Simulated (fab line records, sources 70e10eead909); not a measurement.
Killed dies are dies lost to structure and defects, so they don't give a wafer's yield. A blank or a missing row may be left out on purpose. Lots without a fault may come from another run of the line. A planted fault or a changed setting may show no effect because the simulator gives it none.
A struck lot beside a sound one | flow nand_harc | 33 steps out of a route of 1302
Sound: wafers L192.3, L192.5, L192.6. Struck: wafers L195.2, L195.4, L195.6. The cause comes at the end.
At each step with rows: each side's tool, then ch and its chambers, then its first start. Under that, the readings that differ: sound wafers | struck wafers | difference of the means | sigmas: that difference in standard deviations of wafers without a fault.
alike: readings whose means differ by less than 2 such deviations, and words and numbers that are the same on both sides. not compared: withheld readings, readings that some wafer has no value for, bounds like >300 that may hide the same value, and numbers for which the record gives no deviation and whose values overlap.
The two part at a step that has a row with sigmas, a row that says differs or no value, or rows on one side only. Numbers that don't overlap but have no deviation are shown without sigmas and don't part them. A reading that every wafer of one side lacks parts them only if that side has two wafers or more.

NHARC_P_GATE_CD_MEAS_59: target cd 720 nm.
  sound on cd_sem-02 ch 0, day 7 07:02; struck on cd_sem-02 ch 0, day 8 14:17
  alike: cd_nm
then, 1 step without rows for these wafers: NHARC_P_GATE_HARDBAKE_60 (time 80 s).
NHARC_P_GATE_DESCUM_61: chemistry O2, time 3 s.
  sound on rie_diel-02 ch 0,1, day 7 07:11; struck on rie_diel-02 ch 0,3, day 8 14:26
  alike: drypump_motor_current_A, oes_product_au, rf_vpp_V, showerhead_plenum_p_Torr, throttle_valve_pct
  not compared: rf_hours_counter_h
then, 1 step without rows for these wafers: NHARC_P_GATE_IMPLANT_62.
NHARC_P_GATE_STRIP_112: strips in N2/H2, time 200 s.
  sound on plasma_asher-01 ch 0,1, day 7 07:40; struck on plasma_asher-02 ch 0,1, day 8 14:50
  alike: drypump_motor_current_A, heater_power_w
  not compared: rf_hours_counter_h
then, 7 steps without rows for these wafers: NHARC_P_GATE_STRIP_76 (strips in O2); NHARC_P_GATE_STRIP_63 (strips in SPM, time 900 s); NHARC_P_GATE_DEHYDRATE_83 (time 120 s); NHARC_P_GATE_HMDS_84 (time 30 s); NHARC_P_GATE_COAT_85; NHARC_P_GATE_SOFTBAKE_86 (time 95 s); NHARC_P_GATE_EBR_87.
NHARC_P_GATE_EXPOSE_88: exposes mask P HVN, target cd 2000 nm.
  sound on krf_scanner-03 ch 0, day 7 08:37; struck on krf_scanner-02, day 8 15:44
  no value came back on the struck wafers for exposure_dose_mJ_cm2, focus_offset_nm (nm); on the sound wafers exposure_dose_mJ_cm2 reads 11.874 11.878 11.882
  alike: mask
then, 2 steps without rows for these wafers: NHARC_P_GATE_PEB_89 (peb time 85 s); NHARC_P_GATE_DEVELOP_90 (time 70 s).
NHARC_P_GATE_CD_MEAS_91: target cd 2000 nm.
  sound on cd_sem-03 ch 0, day 7 08:46; struck on cd_sem-01 ch 0, day 8 15:53
  reading    | sound                | struck | difference                    | sigmas
  cd_nm (nm) | 2000.2 2001.2 1997.4 | - - -  | no value on the struck wafers |
then, 1 step without rows for these wafers: NHARC_P_GATE_HARDBAKE_92 (time 80 s).
NHARC_P_GATE_DESCUM_93: chemistry O2, time 3 s.
  sound on rie_diel-13 ch 0,1,3, day 7 08:58; struck on rie_diel-13 ch 1,3, day 8 16:04
  reading                 | sound          | struck            | difference | sigmas
  rf_vpp_V (V)            | 58.1 59.2 59.8 | 56.9 57.2 57.4    | -1.9       | -2
  model.P_GATE.cd_nm (nm) | 2000 2001 1998 | 718.8 719.7 721.3 | -1279.7    |
  alike: drypump_motor_current_A, oes_product_au, showerhead_plenum_p_Torr, throttle_valve_pct
  not compared: rf_hours_counter_h
then, 1 step without rows for these wafers: NHARC_P_GATE_IMPLANT_94.
NHARC_P_GATE_STRIP_113: strips in N2/H2, time 740 s.
  sound on plasma_asher-02 ch 0,1, day 7 10:01; struck on plasma_asher-01 ch 1, day 8 16:32
  reading                     | sound       | struck      | difference | sigmas
  drypump_motor_current_A (A) | 6.4 6.5 6.3 | 5.5 5.5 5.5 | -0.9       | -2
  heater_power_w (W)          | 86 91 84    | 73 75 75    | -13        | -2
  not compared: rf_hours_counter_h
NHARC_P_GATE_STRIP_95: strips in O2.
  sound on plasma_asher-02 ch 0,1, day 7 10:24; struck on plasma_asher-01 ch 1, day 8 17:08
  reading                     | sound       | struck      | difference | sigmas
  drypump_motor_current_A (A) | 6.4 6.4 6.4 | 5.5 5.5 5.5 | -0.9       | -2
  heater_power_w (W)          | 323 348 313 | 274 276 279 | -52        | -2
  not compared: rf_hours_counter_h
then, 3 steps without rows for these wafers: NHARC_P_GATE_STRIP_96 (strips in SPM, time 900 s); NHARC_P_GATE_RTA_64 (time 1 s); NHARC_P_GATE_ETCH_77 (etches SiO2 in dHF, target depth 6 nm).
NHARC_P_GATE_DEGAS_109: time 60 s.
  sound on pvd_sputter-03, day 7 11:16; struck on pvd_sputter-02, day 8 18:00
  alike: heater_power_w
then, 6 steps without rows for these wafers: NHARC_P_GATE_PRE_CLEAN_110 (time 30 s); NHARC_P_GATE_SPUTTER_78 (material Ni, target thk 10 nm); NHARC_P_GATE_SPUTTER_79 (material TiN, target thk 10 nm); NHARC_P_GATE_RTA_80 (time 30 s); NHARC_P_GATE_STRIP_67 (strips in SPM, time 600 s); NHARC_P_GATE_RTA_82 (time 30 s).
NHARC_P_GATE_INSPECT_68:
  sound on defect_inspect-02, day 7 12:11; struck on defect_inspect-02, day 8 18:58
  reading          | sound       | struck         | difference | sigmas
  raw_defect_count | 179 238 147 | 1271 1190 1274 | +1057      | +16
-- the record jumps here: 18 days lie between the struck wafers' starts before and after (it left off in module P_GATE and takes up again in module END, whose first step shown is number 1302 of the route) --
NHARC_END_SORT_01:
  the record has rows for the struck wafers here (prober-02 ch 0, day 27 06:50) and none for the sound ones

WHERE THEY PART
First at NHARC_P_GATE_EXPOSE_88; last, within this record, at NHARC_END_SORT_01.

WHY: what the simulator had put in
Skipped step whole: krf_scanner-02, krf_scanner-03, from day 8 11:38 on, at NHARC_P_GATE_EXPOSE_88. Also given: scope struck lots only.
